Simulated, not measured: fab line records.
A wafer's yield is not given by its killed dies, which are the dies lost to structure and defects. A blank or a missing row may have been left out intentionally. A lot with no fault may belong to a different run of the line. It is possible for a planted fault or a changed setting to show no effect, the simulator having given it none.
fab line records | flow n5Finfet
record: lots: 7 | wafers: 39
route steps=1938 shown MOL_CONTACT_COAG@613
startH: hours from the record's first day to the start of the lot's first wafer shown | waitH: time in hours since the lot's previous step | " identical to the entry in the row above | L1.1+2: one row covering several wafers at once | - no value, or no start was given | * or withheld: withheld | < > ~ a bound
route shown NAME@n: a module of which the file shows steps, and the number in the route of the first | usual: mean/standard deviation taken from wafers without a fault | same: alike in all rows | chamber/n: place in a boat | sites: readings site by site | _std_site: the values' standard deviation | _edge_site: mean of outer sites minus mean of inner sites | radiusMm: how far each site lies from the wafer's centre | mask NAME#n: copy n | behind: the tool/chamber that last shaped the wafer | hold: why the lot went on hold/how many hours it stayed there/how the hold came to an end | device: transistor that didn't switch, given as n, p or np | end of line: tests run on the same wafers once the route is complete | a step given without rows: its recipe and nothing more | killed: dies lost to structure and defects at the first sort, not the wafer's yield | map: the dies of a wafer, with x for killed, . for not killed, _ for no die there
set.NAME: the run value of the setting; set.NAME@STEP: its run value at that earlier step | model.NAME: the simulator's own value behind a step, which no gauge read
one table per step and one row per wafer, for lots whose settings were changed on purpose
== steps ==
step: N5_MOL_CONTACT_COAG_ETCHBACK_136
recipe: chemistry: CHF3 | target: SiO2 | targetDepthA: 250 | timeS: 16.7 | ionEnergyEv: 200 | pressureMtorr: 30 | sourceW: 610 | biasW: 170 | Ar_flow_sccm: 200 | CHF3_flow_sccm: 50
lot.wafer        | tool       | chamber     | startH | waitH | set.targetDepthA
L074.1+2+3+4+5+6 | rieDiel-03 | 1,0,3,1,3,0 | 99.68  | 0.0   | 250
L076.1+2+3+4+5+6 | rieDiel-01 | 3,2,1,0,0,3 | 114.97 | 0.0   | 250
L086.1+5+6       | rieDiel-04 | 1,2,1       | 174.17 | 0.0   | 263.4
L086.2+3+4       | "          | 0,2,3       | "      | "     | 250
L085.1+2+4       | rieDiel-04 | 2,0,1       | 175.65 | 0.0   | 250
L085.3+5+6       | "          | 3,1,0       | "      | "     | 221.9
L090.2+3+5       | rieDiel-03 | 2,1,1       | 198.33 | 0.0   | 250
L095.1+2+3+4+5+6 | rieDiel-04 | 0,2,1,3,0,1 | 228.70 | 0.0   | 250
L097.1+3+4       | rieDiel-04 | 3,0,2       | 257.63 | 0.0   | 250
L097.2+5+6       | "          | 1,3,0       | "      | "     | 268.1
step: N5_MOL_CONTACT_COAG_STRIP_120
recipe: chemistry: CHF3 | resist: SiARC | rfFrequencyHz: 6e+07
step: N5_MOL_CONTACT_COAG_VIA_ETCH_117
recipe: chemistry: C4F6/O2 | targetDepthA: 400 | overetchA: 80 | maskMaterial: SOC | target: SiO2 | biasW: 455 | pressureMtorr: 10 | timeS: 26 | sourceW: 325 | Ar_flow_sccm: 300 | C4F6_flow_sccm: 10 | O2_flow_sccm: 10 | ionEnergyEv: 575.3 | ends: endPoint
lot.wafer | tool       | chamber | startH | waitH | set.targetDepthA@MOL_CONTACT_COAG_ETCHBACK_136 | model.MOL_CONTACT_COAG.featureDepthNm | model.etch.depthNm
L074.1    | rieDiel-03 | 1       | 99.72  | 0.0   | 250                                            | 39.6                                  | 39.62
L074.2    | "          | 0       | "      | "     | 250                                            | 40.2                                  | 40.17
L074.3    | "          | 3       | "      | "     | 250                                            | 40.2                                  | 40.19
L074.4    | "          | 1       | "      | "     | 250                                            | 39.8                                  | 39.72
L074.5    | "          | 3       | "      | "     | 250                                            | 40.2                                  | 40.2
L074.6    | "          | 0       | "      | "     | 250                                            | 40                                    | 39.97
L076.1    | rieDiel-01 | 3       | 115.00 | 0.0   | 250                                            | 39.2                                  | 39.17
L076.2    | "          | 2       | "      | "     | 250                                            | 39.6                                  | 39.52
L076.3    | "          | 1       | "      | "     | 250                                            | 39.6                                  | 39.64
L076.4    | "          | 0       | "      | "     | 250                                            | 39.6                                  | 39.66
L076.5    | "          | 0       | "      | "     | 250                                            | 39.8                                  | 39.87
L076.6    | "          | 3       | "      | "     | 250                                            | 39.4                                  | 39.33
L086.1    | rieDiel-04 | 1       | 174.21 | 0.0   | 263.4                                          | 38.6                                  | 38.51
L086.2    | "          | 0       | "      | "     | 250                                            | 39.8                                  | 39.85
L086.3    | "          | 2       | "      | "     | 250                                            | 39.8                                  | 39.71
L086.4    | "          | 3       | "      | "     | 250                                            | 40.6                                  | 40.65
L086.5    | "          | 2       | "      | "     | 263.4                                          | 38.4                                  | 38.41
L086.6    | "          | 1       | "      | "     | 263.4                                          | 38.6                                  | 38.58
L085.1    | rieDiel-04 | 2       | 175.68 | 0.0   | 250                                            | 40                                    | 39.9
L085.2    | "          | 0       | "      | "     | 250                                            | 40.2                                  | 40.16
L085.3    | "          | 3       | "      | "     | 221.9                                          | 43.6                                  | 43.63
L085.4    | "          | 1       | "      | "     | 250                                            | 40.2                                  | 40.18
L085.5    | "          | 1       | "      | "     | 221.9                                          | 42.8                                  | 42.78
L085.6    | "          | 0       | "      | "     | 221.9                                          | 42.8                                  | 42.8
L090.2    | rieDiel-03 | 2       | 198.36 | 0.0   | 250                                            | 40.2                                  | 40.13
L090.3    | "          | 1       | "      | "     | 250                                            | 39.4                                  | 39.46
L090.5    | "          | 1       | "      | "     | 250                                            | 39.4                                  | 39.38
L095.1    | rieDiel-04 | 0       | 228.74 | 0.0   | 250                                            | 40.2                                  | 40.22
L095.2    | "          | 2       | "      | "     | 250                                            | 40                                    | 39.97
L095.3    | "          | 1       | "      | "     | 250                                            | 40.4                                  | 40.4
L095.4    | "          | 3       | "      | "     | 250                                            | 39.4                                  | 39.34
L095.5+6  | "          | 0,1     | "      | "     | 250                                            | 40.4                                  | 40.32
L097.1    | rieDiel-04 | 3       | 257.66 | 0.0   | 250                                            | 39.4                                  | 39.43
L097.2    | "          | 1       | "      | "     | 268.1                                          | 38.6                                  | 38.57
L097.3    | "          | 0       | "      | "     | 250                                            | 40.2                                  | 40.24
L097.4    | "          | 2       | "      | "     | 250                                            | 40                                    | 39.97
L097.5    | "          | 3       | "      | "     | 268.1                                          | 37.4                                  | 37.48
L097.6    | "          | 0       | "      | "     | 268.1                                          | 38.6                                  | 38.54
== key ==
split: step: N5_MOL_CONTACT_COAG_ETCHBACK_136 | setting: targetDepthA | stated: 250 | by: wafer
response: step: N5_MOL_CONTACT_COAG_VIA_ETCH_117 | reading: model.MOL_CONTACT_COAG.featureDepthNm | change: -0.257 | per: 1% | r: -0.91
response: step: N5_MOL_CONTACT_COAG_VIA_ETCH_117 | reading: model.etch.depthNm | change: -0.261 | per: 1% | r: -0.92
